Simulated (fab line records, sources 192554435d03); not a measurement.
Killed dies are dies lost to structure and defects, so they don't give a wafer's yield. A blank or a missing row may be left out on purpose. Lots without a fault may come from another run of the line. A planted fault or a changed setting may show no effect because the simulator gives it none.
fab line records | flow n5_finfet
record lots=5 wafers=15 last_day=17
route steps=1938 shown BEOL_M0@734 BEOL_M1@751
lots that met no fault: from a run of the same line without faults
start_h: hours from the record's first day to the start of the lot's first wafer shown | wait_h: hours since the lot's step before | " the same as in the row above | L1.1+2: a row that stands for several wafers | - no value, or no start given | * or withheld: withheld | < > ~ a bound
route shown NAME@n: a module of which the file shows steps, and the number in the route of the first | usual: mean/standard deviation of fault-free wafers | same: alike in all rows | chamber/n: place in a boat | sites: the reading at each site | _std_site: their standard deviation | _edge_site: outer sites' mean less inner sites' | radius_mm: how far each site lies from the wafer's centre | mask NAME#n: copy n | behind: the tool/chamber that last shaped the wafer | hold: why the lot was held/for how many hours/how that ended | device: the transistor (n, p or np) that didn't switch | end of line: the same wafers' tests at the end of the route | a step without rows: its recipe alone | killed: dies lost to structure and defects at the first sort, not the wafer's yield | map: a wafer's dies, x killed, . not, _ none there
set.NAME: the setting as run; set.NAME@STEP: as run at that earlier step | model.NAME: the simulator's own value behind a step, which no gauge read
lots at some steps of the route; a table a step, a row a wafer
services: from which hour (start_h, from the record's first day; less than 0 if before it) a tool's chamber was out of use, for how many hours, and why
## steps
# step N5_BEOL_M0_SPUTTER_116
# recipe material=Cu target_thk_a=40 temp_c=-20 chamber_pressure_pa=0.07 power_w=withheld time_s=7.37
# usual chuck_gas_flow_sccm=1.26/0.048 throttle_valve_pct=30.5/0.76
# columns lot.wafer tool chamber start_h wait_h chuck_gas_flow_sccm throttle_valve_pct
L082.2 pvd_sputter-02 - 174.74 0.1 1.26 28.9
L082.3 " - " " 1.28 29.7
L082.5 " - " " 1.23 29.8
L087.1 pvd_sputter-03 - 204.70 0.7 1.22 31.3
L087.4 " - " " 1.31 31.1
L087.5 " - " " 1.24 31.1
L092.1 pvd_sputter-01 - 222.63 1.5 1.23 29.4
L092.4 " - " " 1.17 30.9
L092.5 " - " " 1.32 30.4
L093.3 pvd_sputter-01 - 230.54 0.1 1.28 29.6
L093.4 " - " " 1.18 30.8
L093.5 " - " " 1.33 31.1
L095.1 pvd_sputter-03 - 243.72 0.1 1.26 31.7
L095.4 " - " " 1.28 31.5
L095.6 " - " " 1.22 31.4
# step N5_BEOL_M0_ANNEAL_117
# recipe temp_c=400 time_s=60 ambient=vacuum
# usual heater_power_w=855/95
# columns lot.wafer tool chamber start_h wait_h heater_power_w
L082.2 pvd_sputter-02 - 174.82 0.0 981
L082.3 " - " " 775
L082.5 " - " " 768
L087.1 pvd_sputter-03 - 204.78 0.0 941
L087.4 " - " " 1020
L087.5 " - " " 940
L092.1 pvd_sputter-01 - 222.71 0.0 911
L092.4 " - " " 877
L092.5 " - " " 750
L093.3 pvd_sputter-01 - 230.62 0.0 730
L093.4 " - " " 882
L093.5 " - " " 868
L095.1 pvd_sputter-03 - 243.80 0.0 855
L095.4 " - " " 1053
L095.6 " - " " 904
# step N5_BEOL_M0_SPUTTER_132
# recipe material=Cu target_thk_a=40 temp_c=-20 chamber_pressure_pa=0.07 power_w=withheld time_s=7.37
# usual chuck_gas_flow_sccm=1.26/0.05 throttle_valve_pct=30.5/0.76
# columns lot.wafer tool chamber start_h wait_h chuck_gas_flow_sccm throttle_valve_pct
L082.2 pvd_sputter-02 - 174.86 0.0 1.23 29.2
L082.3 " - " " 1.21 30.1
L082.5 " - " " 1.28 29.7
L087.1 pvd_sputter-03 - 204.82 0.0 1.30 31.1
L087.4 " - " " 1.23 31.5
L087.5 " - " " 1.25 30.9
L092.1 pvd_sputter-01 - 222.75 0.0 1.28 29.6
L092.4 " - " " 1.23 30.6
L092.5 " - " " 1.21 30.6
L093.3 pvd_sputter-01 - 230.66 0.0 1.28 29.8
L093.4 " - " " 1.22 30.8
L093.5 " - " " 1.20 31.0
L095.1 pvd_sputter-03 - 243.84 0.0 1.25 31.9
L095.4 " - " " 1.18 31.2
L095.6 " - " " 1.34 31.3
# step N5_BEOL_M0_ANNEAL_133
# recipe temp_c=400 time_s=60 ambient=vacuum
# usual heater_power_w=857/95
# columns lot.wafer tool chamber start_h wait_h heater_power_w
L082.2 pvd_sputter-02 - 174.94 0.0 962
L082.3 " - " " 764
L082.5 " - " " 761
L087.1 pvd_sputter-03 - 204.90 0.0 937
L087.4 " - " " 1046
L087.5 " - " " 939
L092.1 pvd_sputter-01 - 222.83 0.0 875
L092.4 " - " " 885
L092.5 " - " " 748
L093.3 pvd_sputter-01 - 230.74 0.0 728
L093.4 " - " " 869
L093.5 " - " " 883
L095.1 pvd_sputter-03 - 243.92 0.0 876
L095.4 " - " " 1026
L095.6 " - " " 937
# step N5_BEOL_M0_SPUTTER_134
# recipe material=Cu target_thk_a=40 temp_c=-20 chamber_pressure_pa=0.07 power_w=withheld time_s=7.37
# usual chuck_gas_flow_sccm=1.26/0.055 throttle_valve_pct=30.5/0.76
# columns lot.wafer tool chamber start_h wait_h chuck_gas_flow_sccm throttle_valve_pct
L082.2 pvd_sputter-02 - 174.98 0.0 1.16 29.0
L082.3 " - " " 1.36 29.8
L082.5 " - " " 1.25 29.5
L087.1 pvd_sputter-03 - 204.94 0.0 1.24 31.4
L087.4 " - " " 1.18 31.1
L087.5 " - " " 1.29 31.0
L092.1 pvd_sputter-01 - 222.87 0.0 1.31 29.6
L092.4 " - " " 1.26 30.9
L092.5 " - " " 1.27 30.6
L093.3 pvd_sputter-01 - 230.78 0.0 1.23 29.6
L093.4 " - " " 1.20 30.9
L093.5 " - " " 1.23 30.9
L095.1 pvd_sputter-03 - 243.96 0.0 1.30 31.8
L095.4 " - " " 1.27 31.1
L095.6 " - " " 1.19 31.3
# step N5_BEOL_M0_ANNEAL_135
# recipe temp_c=400 time_s=60 ambient=vacuum
# usual heater_power_w=855/93
# columns lot.wafer tool chamber start_h wait_h heater_power_w
L082.2 pvd_sputter-02 - 175.06 0.0 956
L082.3 " - " " 737
L082.5 " - " " 754
L087.1 pvd_sputter-03 - 205.02 0.0 923
L087.4 " - " " 1039
L087.5 " - " " 936
L092.1 pvd_sputter-01 - 222.95 0.0 866
L092.4 " - " " 877
L092.5 " - " " 749
L093.3 pvd_sputter-01 - 230.86 0.0 721
L093.4 " - " " 873
L093.5 " - " " 887
L095.1 pvd_sputter-03 - 244.04 0.0 889
L095.4 " - " " 1036
L095.6 " - " " 942
# step N5_BEOL_M0_SPUTTER_141
# recipe material=Cu target_thk_a=40 temp_c=-20 chamber_pressure_pa=0.07 power_w=withheld time_s=7.37
# usual chuck_gas_flow_sccm=1.26/0.047 throttle_valve_pct=30.5/0.77
# columns lot.wafer tool chamber start_h wait_h chuck_gas_flow_sccm throttle_valve_pct
L082.2 pvd_sputter-02 - 175.10 0.0 1.30 29.2
L082.3 " - " " 1.30 29.7
L082.5 " - " " 1.25 29.8
L087.1 pvd_sputter-03 - 205.06 0.0 1.30 31.0
L087.4 " - " " 1.27 31.4
L087.5 " - " " 1.29 31.1
L092.1 pvd_sputter-01 - 222.99 0.0 1.29 29.8
L092.4 " - " " 1.18 30.7
L092.5 " - " " 1.25 30.5
L093.3 pvd_sputter-01 - 230.90 0.0 1.25 29.9
L093.4 " - " " 1.17 30.9
L093.5 " - " " 1.27 30.9
L095.1 pvd_sputter-03 - 244.08 0.0 1.25 32.0
L095.4 " - " " 1.25 31.2
L095.6 " - " " 1.29 31.3
# step N5_BEOL_M0_ECD_118
# recipe material=Cu target_thk_a=3000
# columns lot.wafer tool chamber start_h wait_h
L082.2+3+5 ecd_cu-02 1,1,0 175.22 0.1
L087.1+4+5 ecd_cu-01 1,0,1 205.17 0.1
L092.1+4+5 ecd_cu-02 0,1,1 223.12 0.1
L093.3+4+5 ecd_cu-01 0,1,0 231.04 0.1
L095.1+4+6 ecd_cu-01 1,0,1 244.26 0.1
# step N5_BEOL_M0_ANNEAL_119
# recipe temp_c=225 time_s=90 ambient=N2
# usual wafer_temp_C_max=225.84/0.29
# columns lot.wafer tool chamber start_h wait_h wafer_temp_C_max
L082.2 rtp_anneal-02 0 175.34 0.1 225.80
L082.3 " 0 " " 225.86
L082.5 " 0 " " 226.34
L087.1 rtp_anneal-01 0 205.25 0.1 225.89
L087.4 " 0 " " 225.47
L087.5 " 0 " " 225.71
L092.1 rtp_anneal-01 0 223.33 0.2 225.83
L092.4 " 0 " " 225.62
L092.5 " 0 " " 225.67
L093.3 rtp_anneal-01 0 231.46 0.4 225.61
L093.4 " 0 " " 225.70
L093.5 " 0 " " 225.57
L095.1 rtp_anneal-01 0 245.48 1.2 225.73
L095.4 " 0 " " 226.05
L095.6 " 0 " " 225.86
# step N5_BEOL_M0_CMP_120
# recipe stop_on=SiOC t_overpolish_s=6.9 down_force_psi=1 platen_rpm=50 clearing_platen_down_force_psi=1.5 clearing_platen_rpm=50 post_cmp_clean=cu_alkaline clearing_platen_pad_velocity_m_s=0.99484 pad_velocity_m_s=0.99484
# usual barrier_field_endpoint_s=3.65/0.12 clearing_platen_rpm=49.998/0.026 motor_current_A=6.0/0.43 overpolish_run_s=6.900/0.0086 time_to_endpoint_s=62.6/2.9
# columns lot.wafer tool chamber start_h wait_h barrier_field_endpoint_s clearing_platen_rpm motor_current_A overpolish_run_s time_to_endpoint_s
L082.2 cmp-01 3 175.63 0.2 3.63 49.956 5.1 6.910 57.8
L082.3 " 0 " " 3.59 50.031 5.3 6.905 60.5
L082.5 " 2 " " 3.50 49.994 6.6 6.898 56.6
L087.1 cmp-04 3 205.55 0.3 3.55 50.040 6.1 6.891 66.7
L087.4 " 1 " " 3.52 49.967 6.3 6.913 64.0
L087.5 " 3 " " 3.46 50.006 6.0 6.902 63.1
L092.1 cmp-04 1 223.67 0.3 3.75 50.055 5.8 6.872 67.0
L092.4 " 3 " " 3.76 50.039 6.1 6.895 65.5
L092.5 " 0 " " 3.63 50.015 5.4 6.893 65.1
L093.3 cmp-04 1 232.04 0.5 3.70 49.985 6.1 6.880 63.3
L093.4 " 0 " " 3.78 50.008 5.5 6.904 62.3
L093.5 " 1 " " 3.77 50.013 6.1 6.893 66.7
L095.4 cmp-03 2 246.10 0.3 3.58 50.003 5.6 6.899 62.9
L095.1 " 3 " " 3.69 50.007 5.7 6.899 62.9
L095.6 " 2 " " 3.61 49.986 5.7 6.918 64.9
# step N5_BEOL_M0_PRE_CLEAN_131
# recipe gas=NH3/H2 time_s=15 temp_c=* rf_power_w=300
# usual heater_power_outer_w=12/5.8 heater_power_w=77/11
# columns lot.wafer tool chamber start_h wait_h heater_power_outer_w heater_power_w
L082.2 cvd_co-01 2 175.93 0.0 12 77
L082.3 " 1 " " 6 60
L082.5 " 0 " " 23 97
L087.1 cvd_co-02 1 205.88 0.0 14 85
L087.4 " 2 " " 10 74
L087.5 " 1 " " 14 83
L092.1 cvd_co-02 2 223.96 0.0 10 74
L092.4 " 2 " " 10 74
L092.5 " 0 " " 6 75
L093.3 cvd_co-02 0 232.37 0.0 6 79
L093.4 " 2 " " 11 72
L093.5 " 1 " " 14 87
L095.1 cvd_co-01 0 246.39 0.0 23 95
L095.4 " 1 " " 6 59
L095.6 " 1 " " 6 60
# step N5_BEOL_M0_CO_CAP_123
# recipe material=Co target_thk_a=20 temp_c=200 precursor=CCTBA/H2 pressure_torr=30 time_s=102.1
# usual heater_power_outer_w=112/7.1 heater_power_w=226/14
# columns lot.wafer tool chamber start_h wait_h heater_power_outer_w heater_power_w
L082.2 cvd_co-01 2 175.97 0.0 110 220
L082.3 " 1 " " 103 202
L082.5 " 0 " " 125 248
L087.1 cvd_co-02 1 205.92 0.0 116 237
L087.4 " 2 " " 112 219
L087.5 " 1 " " 114 232
L092.1 cvd_co-02 2 224.00 0.0 109 219
L092.4 " 2 " " 112 216
L092.5 " 0 " " 107 229
L093.3 cvd_co-02 0 232.41 0.0 102 227
L093.4 " 2 " " 109 226
L093.5 " 1 " " 114 237
L095.1 cvd_co-01 0 246.45 0.0 127 248
L095.4 " 1 " " 106 206
L095.6 " 1 " " 107 204
# step N5_BEOL_M0_PRE_CLEAN_124
# recipe gas=NH3 time_s=15 temp_c=withheld rf_power_w=300
# columns lot.wafer tool chamber start_h wait_h
L082.2+3+5 pecvd-04 2,0,2 176.06 0.1
L087.1+4+5 pecvd-04 0,0,1 206.01 0.1
L092.1+4+5 pecvd-02 0,0,1 224.09 0.1
L093.3+4+5 pecvd-02 0,1,2 232.50 0.1
L095.1+4+6 pecvd-02 1,0,2 246.58 0.1
# step N5_BEOL_M0_DEP_125
# recipe material=SiCN target_thk_a=80 temp_c=withheld precursor=3MS/NH3 pressure_torr=3 rf_w=202 time_s=14
# usual showerhead_plenum_p_Torr=3.659/0.018 throttle_valve_pct=9.0/0.51
# columns lot.wafer tool chamber start_h wait_h showerhead_plenum_p_Torr throttle_valve_pct
L082.2 pecvd-04 2 176.08 0.0 3.700 9.2
L082.3 " 0 " " 3.671 8.9
L082.5 " 2 " " 3.692 9.0
L087.1 pecvd-04 0 206.05 0.0 3.674 9.1
L087.4 " 0 " " 3.671 9.0
L087.5 " 1 " " 3.661 10.0
L092.1 pecvd-02 0 224.12 0.0 3.648 9.4
L092.4 " 0 " " 3.643 9.1
L092.5 " 1 " " 3.663 8.5
L093.3 pecvd-02 0 232.52 0.0 3.646 9.3
L093.4 " 1 " " 3.663 8.3
L093.5 " 2 " " 3.658 8.4
L095.1 pecvd-02 1 246.60 0.0 3.650 8.3
L095.4 " 0 " " 3.646 9.6
L095.6 " 2 " " 3.659 8.8
# step N5_BEOL_M0_RS_MEAS_126
# recipe thk_meas_gauge=four-point-probe reads=Co_of_BEOL_M0_CO_CAP_123+Cu_of_BEOL_M0_ECD_118+Co_of_BEOL_M0_CVD_115+TaN_of_BEOL_M0_ALD_136
# usual M0_RS=0.530/0.014
# columns lot.wafer tool chamber start_h wait_h M0_RS[ohm/sq]
L082.2 film_metro-01 - 176.15 0.1 0.556
L082.3 " - " " 0.536
L082.5 " - " " 0.526
L087.1 film_metro-02 - 206.15 0.1 0.530
L087.4 " - " " 0.520
L087.5 " - " " 0.508
L092.1 film_metro-02 - 224.19 0.0 0.530
L092.4 " - " " 0.519
L092.5 " - " " 0.534
L093.3 film_metro-01 - 232.59 0.1 0.525
L093.4 " - " " 0.511
L093.5 " - " " 0.530
L095.1 film_metro-02 - 246.67 0.0 0.547
L095.4 " - " " 0.530
L095.6 " - " " 0.533
# step N5_BEOL_M0_INSPECT_127
# recipe inspect_instrument=darkfield mode=post_dep
# usual raw_defect_count=80/27
# columns lot.wafer tool chamber start_h wait_h raw_defect_count
L082.2 defect_inspect-01 - 176.18 0.0 126
L082.3 " - " " 109
L082.5 " - " " 148
L087.1 defect_inspect-01 - 206.17 0.0 66
L087.4 " - " " 40
L087.5 " - " " 44
L092.1 defect_inspect-01 - 224.21 0.0 103
L092.4 " - " " 64
L092.5 " - " " 78
L093.3 defect_inspect-01 - 232.62 0.0 90
L093.4 " - " " 128
L093.5 " - " " 71
L095.1 defect_inspect-02 - 246.69 0.0 62
L095.4 " - " " 69
L095.6 " - " " 42
# step N5_BEOL_M1_ILD_DEP_00
# recipe material=SiOC target_thk_a=790 temp_c=350 precursor=DEMS/O2 pressure_torr=5 rf_w=500 time_s=15.3
# usual heater_power_outer_w=286/43 heater_power_w=530/80 showerhead_plenum_p_Torr=5.694/0.017 throttle_valve_pct=11.8/0.67
# columns lot.wafer tool chamber start_h wait_h heater_power_outer_w heater_power_w showerhead_plenum_p_Torr throttle_valve_pct
L082.2 pecvd-02 2 176.21 0.0 318 593 5.690 11.3
L082.3 " 1 " " 301 570 5.669 11.2
L082.5 " 1 " " 290 582 5.670 10.8
L087.1 pecvd-02 1 206.21 0.0 280 556 5.693 11.1
L087.4 " 1 " " 283 538 5.685 10.9
L087.5 " 0 " " 343 622 5.692 12.6
L092.1 pecvd-03 2 224.25 0.0 287 525 5.704 11.2
L092.4 " 2 " " 291 524 5.695 11.2
L092.5 " 0 " " 307 635 5.720 12.6
L093.3 pecvd-03 2 232.65 0.0 292 561 5.689 11.4
L093.4 " 2 " " 295 553 5.703 11.0
L093.5 " 0 " " 286 570 5.723 12.4
L095.1 pecvd-03 2 246.73 0.0 237 458 5.706 11.4
L095.4 " 0 " " 268 538 5.717 12.5
L095.6 " 2 " " 241 475 5.723 11.3
# step N5_BEOL_M1_THK_MEAS_01
# recipe reads=SiOC_of_BEOL_M1_ILD_DEP_00
# usual M1_ILD_THK=78.7/0.97
# columns lot.wafer tool chamber start_h wait_h M1_ILD_THK[nm]
L082.2 film_metro-01 - 176.28 0.1 78.5
L082.3 " - " " 77.5
L082.5 " - " " 79.6
L087.1 film_metro-01 - 206.28 0.0 78.6
L087.4 " - " " 79.7
L087.5 " - " " 79.1
L092.1 film_metro-02 - 224.32 0.0 78.7
L092.4 " - " " 79.7
L092.5 " - " " 79.2
L093.3 film_metro-01 - 232.72 0.1 78.8
L093.4 " - " " 80.1
L093.5 " - " " 79.6
L095.1 film_metro-01 - 246.80 0.0 78.7
L095.4 " - " " 80.1
L095.6 " - " " 79.9
# step N5_BEOL_M1_PECVD_72
# recipe material=SiO2 target_thk_a=160 temp_c=400 precursor=TEOS/O2 pressure_torr=5.5 rf_w=450 teos_flow_sccm=53.8 gas=O2 flow_sccm=3000 time_s=18
# usual heater_power_outer_w=470/61 heater_power_w=775/110 showerhead_plenum_p_Torr=8.79/0.058 throttle_valve_pct=22.4/1.2
# columns lot.wafer tool chamber start_h wait_h heater_power_outer_w heater_power_w showerhead_plenum_p_Torr throttle_valve_pct
L082.2 pecvd-04 0 176.32 0.0 402 637 8.80 22.1
L082.3 " 1 " " 503 820 8.77 24.2
L082.5 " 1 " " 504 825 8.80 24.0
L087.1 pecvd-04 1 206.32 0.0 550 879 8.79 24.1
L087.4 " 0 " " 393 623 8.79 22.2
L087.5 " 1 " " 404 724 8.78 24.4
L092.1 pecvd-04 1 224.35 0.0 517 851 8.80 23.8
L092.4 " 0 " " 434 657 8.80 22.2
L092.5 " 0 " " 438 667 8.77 22.0
L093.3 pecvd-04 2 232.76 0.0 424 695 8.87 21.0
L093.4 " 2 " " 412 691 8.87 20.8
L093.5 " 1 " " 546 865 8.77 24.2
L095.1 pecvd-04 1 246.84 0.0 541 875 8.77 24.3
L095.4 " 0 " " 444 681 8.79 22.3
L095.6 " 2 " " 453 759 8.88 21.2
# step N5_BEOL_M1_HM_DEP_02
# recipe material=TiN target_thk_a=200 temp_c=25 chamber_pressure_pa=0.49996
# usual throttle_valve_pct=30.4/0.74
# columns lot.wafer tool chamber start_h wait_h throttle_valve_pct
L082.2 pvd_sputter-01 - 178.90 2.6 30.8
L082.3 " - " " 29.5
L082.5 " - " " 30.2
L087.1 pvd_sputter-01 - 206.49 0.2 30.5
L087.4 " - " " 29.8
L087.5 " - " " 29.7
L092.1 pvd_sputter-02 - 226.21 1.8 29.9
L092.4 " - " " 31.1
L092.5 " - " " 30.9
L093.3 pvd_sputter-03 - 234.06 1.3 30.5
L093.4 " - " " 31.7
L093.5 " - " " 31.2
L095.1 pvd_sputter-01 - 247.20 0.3 30.9
L095.4 " - " " 29.6
L095.6 " - " " 29.9
# step N5_BEOL_M1_COAT_61
# recipe resist=SOC temp_c=250 time_s=60 spin_rpm=1500 resist_thk_nm=60
# usual heater_power_total_W=500.7/1.8
# columns lot.wafer tool chamber start_h wait_h heater_power_total_W
L082.2 litho_track-01 0 179.02 0.1 499.5
L082.3 " 0 " " 503.2
L082.5 " 0 " " 503.3
L087.1 litho_track-04 0 206.62 0.1 499.9
L087.4 " 0 " " 498.2
L087.5 " 0 " " 499.1
L092.1 litho_track-01 0 226.34 0.1 502.1
L092.4 " 0 " " 502.8
L092.5 " 0 " " 503.1
L093.3 litho_track-04 0 234.18 0.1 503.3
L093.4 " 0 " " 501.6
L093.5 " 0 " " 499.4
L095.1 litho_track-01 0 247.32 0.1 497.4
L095.4 " 0 " " 499.5
L095.6 " 0 " " 499.4
# step N5_BEOL_M1_COAT_62
# recipe resist=SiARC temp_c=220 time_s=60 spin_rpm=1500 resist_thk_nm=12
# usual heater_power_total_W=427.5/2.1
# columns lot.wafer tool chamber start_h wait_h heater_power_total_W
L082.2 litho_track-01 0 - - 428.5
L082.3 " 0 " " 430.8
L082.5 " 0 " " 425.3
L087.1 litho_track-04 0 - - 428.5
L087.4 " 0 " " 430.2
L087.5 " 0 " " 425.7
L092.1 litho_track-01 0 - - 430.5
L092.4 " 0 " " 430.9
L092.5 " 0 " " 425.6
L093.3 litho_track-04 0 - - 429.9
L093.4 " 0 " " 425.3
L093.5 " 0 " " 426.3
L095.1 litho_track-01 0 - - 429.5
L095.4 " 0 " " 425.4
L095.6 " 0 " " 427.1
# step N5_BEOL_M1_COAT_73
# recipe resist=underlayer temp_c=205 time_s=60 spin_rpm=1500 resist_thk_nm=5
# usual heater_power_total_W=391.7/1.3
# columns lot.wafer tool chamber start_h wait_h heater_power_total_W
L082.2 litho_track-01 0 - - 390.3
L082.3 " 0 " " 391.0
L082.5 " 0 " " 392.5
L087.1 litho_track-04 0 - - 392.9
L087.4 " 0 " " 389.6
L087.5 " 0 " " 390.9
L092.1 litho_track-01 0 - - 389.4
L092.4 " 0 " " 390.9
L092.5 " 0 " " 393.5
L093.3 litho_track-04 0 - - 391.1
L093.4 " 0 " " 389.7
L093.5 " 0 " " 393.2
L095.1 litho_track-01 0 - - 392.0
L095.4 " 0 " " 390.5
L095.6 " 0 " " 390.8
# step N5_BEOL_M1_COAT_05
# recipe resist=CAR-EUV spin_rpm=1500 resist_thk_nm=30
# columns lot.wafer tool chamber start_h wait_h
L082.2+3+5 litho_track-01 0 - -
L087.1+4+5 litho_track-04 0 - -
L092.1+4+5 litho_track-01 0 - -
L093.3+4+5 litho_track-04 0 - -
L095.1+4+6 litho_track-01 0 - -
# step N5_BEOL_M1_EBR_07
# recipe solvent=PGMEA ebr_width_mm=1.5
# columns lot.wafer tool chamber start_h wait_h
L082.2+3+5 litho_track-01 0 - -
L087.1+4+5 litho_track-04 0 - -
L092.1+4+5 litho_track-01 0 - -
L093.3+4+5 litho_track-04 0 - -
L095.1+4+6 litho_track-01 0 - -
# step N5_BEOL_M1_SOFTBAKE_06
# recipe temp_c=110 time_s=60 resist=CAR-EUV
# usual heater_power_total_W=175.4/1.7
# columns lot.wafer tool chamber start_h wait_h heater_power_total_W
L082.2 litho_track-01 0 - - 175.6
L082.3 " 0 " " 174.8
L082.5 " 0 " " 173.0
L087.1 litho_track-04 0 - - 176.3
L087.4 " 0 " " 175.6
L087.5 " 0 " " 177.5
L092.1 litho_track-01 0 - - 175.2
L092.4 " 0 " " 177.4
L092.5 " 0 " " 176.4
L093.3 litho_track-04 0 - - 177.0
L093.4 " 0 " " 173.9
L093.5 " 0 " " 174.0
L095.1 litho_track-01 0 - - 177.4
L095.4 " 0 " " 174.8
L095.6 " 0 " " 173.9
# step N5_BEOL_M1_EXPOSE_08
# recipe mask_id=M1 na=0.33 source_shape=dipole sigma_inner=0.369 sigma_outer=0.767 polarization=unpolarized dose_mj=33
# columns lot.wafer tool chamber start_h wait_h mask
L082.2+3+5 euv_scanner-01 0 179.29 - M1#0
L087.1+4+5 euv_scanner-01 0 206.76 - M1#0
L092.1+4+5 euv_scanner-01 0 226.48 - M1#0
L093.3+4+5 euv_scanner-01 0 234.33 - M1#0
L095.1+4+6 euv_scanner-02 0 247.46 - M1#0
# step N5_BEOL_M1_PEB_09
# recipe peb_temp_c=100 peb_time_s=60 resist=CAR-EUV
# usual heater_power_total_W=154.2/1.1
# columns lot.wafer tool chamber start_h wait_h heater_power_total_W
L082.2 litho_track-01 0 179.34 0.0 155.3
L082.3 " 0 " " 154.7
L082.5 " 0 " " 155.4
L087.1 litho_track-04 0 206.82 0.1 155.1
L087.4 " 0 " " 155.7
L087.5 " 0 " " 153.0
L092.1 litho_track-01 0 226.54 0.1 152.8
L092.4 " 0 " " 155.6
L092.5 " 0 " " 154.1
L093.3 litho_track-05 0 234.38 0.0 155.2
L093.4 " 0 " " 153.7
L093.5 " 0 " " 153.9
L095.1 litho_track-05 0 247.52 0.1 154.3
L095.4 " 0 " " 155.4
L095.6 " 0 " " 154.6
# step N5_BEOL_M1_DEVELOP_10
# recipe develop_time_s=30 developer=TMAH resist=CAR-EUV rinse_liquid=surfactant_rinse dry=air_spin dev_temp_c=23
# usual developer_temp_C=23.00/0.1
# columns lot.wafer tool chamber start_h wait_h developer_temp_C
L082.2 litho_track-01 0 - - 22.97
L082.3 " 0 " " 23.03
L082.5 " 0 " " 22.96
L087.1 litho_track-04 0 - - 22.91
L087.4 " 0 " " 22.95
L087.5 " 0 " " 23.17
L092.1 litho_track-01 0 - - 22.86
L092.4 " 0 " " 23.03
L092.5 " 0 " " 23.00
L093.3 litho_track-05 0 - - 23.09
L093.4 " 0 " " 23.04
L093.5 " 0 " " 23.01
L095.1 litho_track-05 0 - - 22.94
L095.4 " 0 " " 23.07
L095.6 " 0 " " 23.13
# step N5_BEOL_M1_CD_MEAS_11
# recipe target_cd_nm=17.05 landing_energy_ev=500 detector=se_inlens polarity=opening
# usual cd_nm=17.07/0.22
# columns lot.wafer tool chamber start_h wait_h cd_nm
L082.2 cd_sem-03 0 179.41 - 16.92
L082.3 " 0 " " 16.95
L082.5 " 0 " " 17.05
L087.1 cd_sem-03 0 206.88 - 16.50
L087.4 " 0 " " 16.90
L087.5 " 0 " " 17.19
L092.1 cd_sem-03 0 226.60 - 17.04
L092.4 " 0 " " 16.79
L092.5 " 0 " " 16.80
L093.3 cd_sem-01 0 234.45 - 17.06
L093.4 " 0 " " 16.87
L093.5 " 0 " " 16.94
L095.1 cd_sem-02 0 247.59 - 17.25
L095.4 " 0 " " 17.17
L095.6 " 0 " " 17.03
# step N5_BEOL_M1_OVL_MEAS_12
# recipe points_per_wafer=522
# usual M1_OVL=0.0/0.59
# columns lot.wafer tool chamber start_h wait_h M1_OVL[nm]
L082.2 overlay-02 0 179.45 0.0 0.0
L082.3 " 0 " " 0.8
L082.5 " 0 " " 0.4
L087.1 overlay-01 0 206.91 0.0 0.7
L087.4 " 0 " " 0.4
L087.5 " 0 " " 0.0
L092.1 overlay-02 0 226.63 0.0 0.4
L092.4 " 0 " " 0.9
L092.5 " 0 " " -0.7
L093.3 overlay-01 0 234.49 0.0 0.2
L093.4 " 0 " " 0.5
L093.5 " 0 " " 0.0
L095.1 overlay-02 0 247.62 0.0 0.1
L095.4 " 0 " " 0.0
L095.6 " 0 " " 0.3
# step N5_BEOL_M1_INSPECT_13
# recipe mode=adi inspect_instrument=brightfield
# usual raw_defect_count=473/110
# columns lot.wafer tool chamber start_h wait_h raw_defect_count
L082.2 defect_inspect-02 - 179.50 0.0 393
L082.3 " - " " 496
L082.5 " - " " 517
L087.1 defect_inspect-02 - 206.97 0.1 500
L087.4 " - " " 294
L087.5 " - " " 319
L092.1 defect_inspect-01 - 226.69 0.1 423
L092.4 " - " " 415
L092.5 " - " " 444
L093.3 defect_inspect-01 - 234.54 0.0 493
L093.4 " - " " 536
L093.5 " - " " 540
L095.1 defect_inspect-02 - 247.67 0.1 497
L095.4 " - " " 446
L095.6 " - " " 405
# step N5_BEOL_M1_DESCUM_16
# recipe chemistry=O2 time_s=7 source_power_w=50 bias_power_w=20 pressure_mtorr=20 rf_frequency_hz=2.712e+07 temp_c=40 resist=CAR-EUV o2_flow_sccm=225
# usual drypump_motor_current_A=5.79/0.28 oes_product_au=0.76/0.079 rf_vpp_V=243.3/1.3 showerhead_plenum_p_Torr=2.10/0.063 throttle_valve_pct=20.55/0.27
# columns lot.wafer tool chamber start_h wait_h drypump_motor_current_A oes_product_au rf_hours_counter_h rf_vpp_V showerhead_plenum_p_Torr throttle_valve_pct
L082.2 rie_diel-04 1 179.53 0.0 6.26 0.95 19 244.6 2.24 20.55
L082.3 " 0 " " 5.82 0.77 150 245.4 2.18 20.78
L082.5 " 3 " " 5.43 0.73 - 243.2 2.08 20.69
L087.1 rie_diel-02 3 207.01 0.0 5.60 0.67 247 244.3 2.15 20.65
L087.4 " 2 " " 5.31 0.77 150 241.0 2.02 20.32
L087.5 " 1 " " 5.88 0.70 - 241.7 2.06 20.76
L092.1 rie_diel-02 2 226.85 0.2 5.33 0.75 157 240.8 2.02 20.34
L092.4 " 1 " " 5.90 0.70 - 243.2 2.06 20.77
L092.5 " 0 " " 6.09 0.74 - 242.3 2.09 20.70
L093.3 rie_diel-04 1 234.57 0.0 6.26 0.92 34 245.3 2.23 20.57
L093.4 " 3 " " 5.50 0.71 228 243.9 2.07 20.71
L093.5 " 2 " " 5.80 0.89 - 243.0 2.04 19.81
L095.1 rie_diel-04 0 247.71 0.0 5.83 0.75 169 245.9 2.17 20.80
L095.4 " 1 " " 6.24 0.91 38 244.8 2.23 20.59
L095.6 " 0 " " 5.81 0.75 - 245.0 2.17 20.80
## services
# columns tool chamber start_h hours kind
euv_scanner-01 - 156.90 1.0 pm
cmp-04 - 160.84 3.5 pm
cmp-03 - 164.14 0.4 repair
cvd_co-01 - 165.80 3.2 repair
cvd_co-01 - 171.90 2.5 repair
rie_diel-04 - 173.81 2.7 repair
euv_scanner-02 - 174.61 1.0 pm
pecvd-03 0 176.21 9.7 repair
cmp-01 - 176.78 0.4 repair
ecd_cu-01 - 179.56 4.6 repair
cmp-04 - 195.87 0.9 repair
euv_scanner-02 - 207.66 1.8 repair
euv_scanner-01 - 213.05 1.0 pm
rtp_anneal-01 - 217.81 1.1 pm
ecd_cu-02 - 218.92 0.9 repair
ecd_cu-01 - 225.48 2.3 repair
euv_scanner-02 - 230.56 4.6 pm
cmp-01 - 231.10 4.0 pm
pecvd-03 1 232.91 4.1 repair
euv_scanner-01 - 238.03 5.8 pm
rie_diel-02 3 240.04 7.0 repair
cmp-01 - 242.23 1.7 repair
euv_scanner-01 - 244.74 4.6 pm
cvd_co-01 2 245.84 12.5 repair
## key
fault none
